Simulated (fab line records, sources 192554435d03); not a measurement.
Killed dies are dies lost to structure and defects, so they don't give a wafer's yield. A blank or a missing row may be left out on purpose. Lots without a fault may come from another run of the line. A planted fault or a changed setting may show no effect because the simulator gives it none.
Chamber matching | flow n5_finfet | N5_BEOL_M10_STRIP_67 on rie_diel-03: 4 sister chambers
The step strips in CF4. 4 wafers are shown with their chamber, then 8 later ones without.

WAFERS WITH THEIR CHAMBER
wafer  | chamber | showerhead_plenum_p_Torr (Torr)
L080.6 | 3       | 1.85
L086.2 | 0       | 1.78
L086.4 | 1       | 1.74
L087.1 | 2       | 1.79

WAFERS WITHOUT THEIR CHAMBER
wafer  | showerhead_plenum_p_Torr (Torr)
L087.5 | 1.73
L087.6 | 1.78
L089.2 | 1.78
L089.5 | 1.73
L089.6 | 1.79
L093.2 | 1.84
L093.3 | 1.77
L093.6 | 1.84

WHICH CHAMBER EACH WENT THROUGH
wafer  | from the rows above     | in truth
L087.5 | 1                       | 1
L087.6 | can't be placed: 0 or 2 | 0
L089.2 | can't be placed: 0 or 2 | 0
L089.5 | 1                       | 1
L089.6 | can't be placed: 2 or 0 | 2
L093.2 | 3                       | 3
L093.3 | can't be placed: 0 or 2 | 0
L093.6 | 3                       | 3
Placed correctly: 4 of 8. Can't be placed from these rows: 4 (the true chamber is among the candidates in 4). Placed wrongly: 0.
How it was worked out, from the rows above alone: a wafer's distance from a chamber is the root of the sum, over the readings, of the square of ((its reading less the chamber's mean) divided by the reading's scatter). The wafer belongs to the nearest chamber; if the next one is less than 2 further off, it can't be placed. A chamber's mean is the mean of its shown wafers. The scatter: with one shown wafer a chamber, the root of the mean of the squares of how far each hidden wafer lies from its nearest shown one.
